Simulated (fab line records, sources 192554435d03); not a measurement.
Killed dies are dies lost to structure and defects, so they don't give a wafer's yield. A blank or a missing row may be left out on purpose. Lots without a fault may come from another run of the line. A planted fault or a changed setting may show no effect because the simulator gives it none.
Split-lot experiment | flow n5_finfet | 7 lots, 39 wafers read, on a route of 1938 steps

THE SPLIT
At N5_PASSIVATION_ETCH_54 (etches SiO2 in CHF3/O2, target depth 880 nm, time 440 s), the setting time_s was moved away from the recipe's 440 s on 15 of the 39 wafers read, by -29.9% to +56.8%. The other wafers ran this setting at the recipe's value.

The reading is taken at the split's own step.

THE READING
etch.depth_nm (the simulator's own value, which no gauge read), in nm, at N5_PASSIVATION_ETCH_54 (etches SiO2 in CHF3/O2, target depth 880 nm, time 440 s). The file gives no usual value for it. The 24 wafers here that ran the recipe average 876.0 nm, standard deviation 13 nm.

wafer  | tool, chamber at the split | time_s as run, s | against the recipe | etch.depth_nm, nm | against lot-mates on the recipe
L074.1 | rie_diel-02, 1             | 440              | recipe             | 867.8             | -
L074.2 | rie_diel-02, 3             | 440              | recipe             | 889.9             | -
L074.3 | rie_diel-02, 0             | 440              | recipe             | 868.6             | -
L074.4 | rie_diel-02, 1             | 440              | recipe             | 866.7             | -
L074.5 | rie_diel-02, 0             | 440              | recipe             | 868.5             | -
L074.6 | rie_diel-02, 3             | 440              | recipe             | 896.9             | -
L076.1 | rie_diel-04, 2             | 670.4            | +52.4%             | 1329              | +449.2
L076.2 | rie_diel-04, 1             | 670.4            | +52.4%             | 1380              | +500.2
L076.3 | rie_diel-04, 3             | 440              | recipe             | 886               | -
L076.4 | rie_diel-04, 0             | 670.4            | +52.4%             | 1363              | +483.2
L076.5 | rie_diel-04, 2             | 440              | recipe             | 870.3             | -
L076.6 | rie_diel-04, 3             | 440              | recipe             | 883               | -
L084.4 | rie_diel-02, 1             | 440              | recipe             | 866.2             | -
L084.5 | rie_diel-02, 2             | 440              | recipe             | 893               | -
L084.6 | rie_diel-02, 3             | 440              | recipe             | 888.2             | -
L085.1 | rie_diel-03, 2             | 440              | recipe             | 877.8             | -
L085.2 | rie_diel-03, 3             | 689.8            | +56.8%             | 1380              | +498.3
L085.3 | rie_diel-03, 1             | 689.8            | +56.8%             | 1370              | +488.3
L085.4 | rie_diel-03, 0             | 440              | recipe             | 879.1             | -
L085.5 | rie_diel-03, 3             | 689.8            | +56.8%             | 1379              | +497.3
L085.6 | rie_diel-03, 0             | 440              | recipe             | 888.2             | -
L086.1 | rie_diel-02, 0             | 440              | recipe             | 873.4             | -
L086.2 | rie_diel-02, 2             | 356              | -19.1%             | 710.4             | -161.6
L086.3 | rie_diel-02, 3             | 356              | -19.1%             | 712.9             | -159.1
L086.4 | rie_diel-02, 1             | 440              | recipe             | 859.9             | -
L086.5 | rie_diel-02, 3             | 440              | recipe             | 882.6             | -
L086.6 | rie_diel-02, 2             | 356              | -19.1%             | 711.7             | -160.3
L089.1 | rie_diel-02, 1             | 308.4            | -29.9%             | 603.4             | -256.5
L089.2 | rie_diel-02, 0             | 440              | recipe             | 855.5             | -
L089.3 | rie_diel-02, 2             | 440              | recipe             | 868.3             | -
L089.4 | rie_diel-02, 2             | 308.4            | -29.9%             | 611.3             | -248.6
L089.5 | rie_diel-02, 1             | 308.4            | -29.9%             | 607.3             | -252.6
L089.6 | rie_diel-02, 0             | 440              | recipe             | 855.9             | -
L096.1 | rie_diel-02, 1             | 440              | recipe             | 871.2             | -
L096.2 | rie_diel-02, 3             | 440              | recipe             | 904               | -
L096.3 | rie_diel-02, 2             | 370.5            | -15.8%             | 736.3             | -143.0
L096.4 | rie_diel-02, 0             | 370.5            | -15.8%             | 721.5             | -157.8
L096.5 | rie_diel-02, 2             | 440              | recipe             | 862.7             | -
L096.6 | rie_diel-02, 1             | 370.5            | -15.8%             | 732               | -147.3

THE FIT
A straight line over all 39 wafers: etch.depth_nm changes by +8.97 nm for each +1% of time_s; r = +1.00; the points scatter about the line by 13 nm.
The same after taking each lot's own level away (the mean of its wafers on the recipe; 39 wafers): +8.83 nm for each +1%; r = +1.00; scatter 13 nm.
On that fit, the largest move of time_s shifts the reading by 5e+02 nm.
The lots' own levels span 859.90 to 882.47 nm, that is 1.8 times the standard deviation above.
So the lot-to-lot level changes the slope little: the two slopes agree.
Check: with one of the wafers moved furthest among these (+56.8%) left out of the fit, the line predicts +504 nm for it against its lot-mates. It came out at +498 nm against them.

OTHER SPLITS ON THESE WAFERS
These wafers also went through other splits before the reading. Each is held against what the fit with the lots' levels taken away leaves over:
other split on the same wafers      | wafers away from the commonest value | r with etch.depth_nm (lot level and that fit taken away)
N5_BEOL_M12_ILD_DEP_00 target_thk_a | 15                                   | -0.20
N5_BEOL_M13_ETCH_68 time_s          | 15                                   | +0.08
N5_PASSIVATION_AL_DEP_21 time_s     | 12                                   | -0.15

THE WHOLE CHAIN: every reading that the file lists as answering this split, in the file's order
step                   | what it does                                            | reading                                                                       | change (the file's fit)              | r (the file's)
N5_PASSIVATION_ETCH_54 | etches SiO2 in CHF3/O2, target depth 880 nm, time 440 s | PASSIVATION.feature_depth_nm (the simulator's own value, which no gauge read) | +8.84 nm for each +1% of the setting | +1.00
N5_PASSIVATION_ETCH_54 | etches SiO2 in CHF3/O2, target depth 880 nm, time 440 s | etch.depth_nm (the simulator's own value, which no gauge read)                | +8.84 nm for each +1% of the setting | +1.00

THE FILE'S OWN FIT
etch.depth_nm changes by +8.84 nm for each +1% of time_s, r = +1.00.
